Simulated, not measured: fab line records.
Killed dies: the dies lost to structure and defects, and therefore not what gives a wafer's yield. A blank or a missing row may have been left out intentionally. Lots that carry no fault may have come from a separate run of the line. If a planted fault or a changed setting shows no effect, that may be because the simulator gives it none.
Matching of chambers ; flow nand harc ; NHARC_A_WL_FILL_ALD_00 on ald hk-02: 4 sister chambers
The step deposits Al2O3, target thk 3 nm, pulse time 3 s, ald cycles 30. 22 wafers are shown with their chamber, then 11 later ones without.

== WAFERS WITH THEIR CHAMBER ==
wafer;chamber;heater power w (W);precursor pulse height rel
L074.1;3;384;1.017
L074.3;0;512;1.025
L074.4;1;465;1.040
L075.3;2;445;0.985
L075.4;1;465;1.034
L075.6;3;398;1.017
L076.1;0;532;1.017
L076.2;1;478;0.993
L076.3;2;433;1.016
L077.1;2;448;0.993
L077.2;1;469;0.984
L077.5;3;389;0.994
L079.1;1;464;1.011
L079.4;0;517;0.990
L079.6;1;461;0.977
L079.2;3;371;1.038
L079.3;2;442;0.948
L079.5;2;445;1.008
L078.2;2;440;0.991
L078.3;3;399;0.987
L078.6;3;394;1.009
L082.1;0;515;1.028

SIGNATURES (averages over the wafers above)
reading;chamber 0;chamber 1;chamber 2;chamber 3;scatter within a chamber
heater power w;519.00;467.00;442.17;389.17;7.85
precursor pulse height rel;1.01500;1.00650;0.99017;1.01033;0.0221
Rule: distance of a wafer from a chamber = root of the sum over the readings of ((wafer's reading minus chamber's mean) / reading's scatter) squared. The wafer belongs to the nearest chamber; if the next one is less than 2 further off, it can't be placed. The scatter: the root of (the sum of the squares of (reading less its chamber's mean) over the shown wafers, divided by (wafers less chambers)).

== WAFERS WITH NO CHAMBER GIVEN ==
wafer;heater power w (W);precursor pulse height rel
L082.4;375;0.999
L082.5;443;1.043
L084.1;479;1.014
L084.3;426;0.999
L084.4;515;0.955
L095.2;369;0.978
L095.4;477;1.025
L095.5;446;1.011
L093.1;513;1.012
L093.2;446;1.001
L093.3;482;0.993

== EACH ONE'S CHAMBER ==
wafer;from the rows above;in truth
L082.4;3;3
L082.5;can't be placed: 2 or 1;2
L084.1;1;1
L084.3;2;2
L084.4;0;0
L095.2;3;3
L095.4;1;1
L095.5;can't be placed: 2 or 1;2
L093.1;0;0
L093.2;can't be placed: 2 or 1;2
L093.3;1;1
Correct placement for 8 of the 11. Cannot be placed on the basis of these rows: 3; the candidates contain the true chamber in 3. Placed wrongly: 0.
